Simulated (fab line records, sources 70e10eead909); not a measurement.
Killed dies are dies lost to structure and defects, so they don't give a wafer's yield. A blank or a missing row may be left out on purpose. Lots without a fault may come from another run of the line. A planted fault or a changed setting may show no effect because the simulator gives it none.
Chamber matching | flow nand_harc | NHARC_A_CHANNEL_FILL_D1_ALD_25 on ald_hk-03: 4 sister chambers
The step deposits SiOx, target thk 60 nm, pulse time 10 s, ald cycles 600. 8 wafers are shown with their chamber, then 9 later ones without.

WAFERS WITH THEIR CHAMBER
wafer  | chamber | heater_power_w (W) | precursor_pulse_height_rel
L088.2 | 1       | 400                | 1.001
L088.1 | 2       | 449                | 0.993
L088.4 | 3       | 421                | 0.976
L088.5 | 0       | 394                | 0.997
L088.6 | 1       | 415                | 0.996
L089.1 | 2       | 444                | 0.967
L089.3 | 3       | 408                | 1.000
L089.6 | 0       | 385                | 0.979

WAFERS WITHOUT THEIR CHAMBER
wafer  | heater_power_w (W) | precursor_pulse_height_rel
L092.2 | 457                | 1.036
L092.6 | 410                | 0.992
L092.5 | 396                | 1.002
L094.4 | 429                | 1.009
L094.1 | 385                | 0.995
L094.2 | 388                | 0.999
L094.3 | 464                | 0.994
L094.6 | 432                | 1.008
L094.5 | 387                | 1.005

WHICH CHAMBER EACH WENT THROUGH
wafer  | from the rows above          | in truth
L092.2 | 2                            | 2
L092.6 | can't be placed: 1 or 3      | 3
L092.5 | can't be placed: 0 or 1 or 3 | 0
L094.4 | can't be placed: 3 or 1 or 2 | 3
L094.1 | 0                            | 0
L094.2 | can't be placed: 0 or 1      | 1
L094.3 | 2                            | 2
L094.6 | can't be placed: 3 or 2 or 1 | 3
L094.5 | can't be placed: 0 or 1      | 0
Placed correctly: 3 of 9. Can't be placed from these rows: 6 (the true chamber is among the candidates in 6). Placed wrongly: 0.
How it was worked out, from the rows above alone: a wafer's distance from a chamber is the root of the sum, over the readings, of the square of ((its reading less the chamber's mean) divided by the reading's scatter). The wafer belongs to the nearest chamber; if the next one is less than 2 further off, it can't be placed. A chamber's mean is the mean of its shown wafers. The scatter: the root of (the sum of the squares of (reading less its chamber's mean) over the shown wafers, divided by (wafers less chambers)).
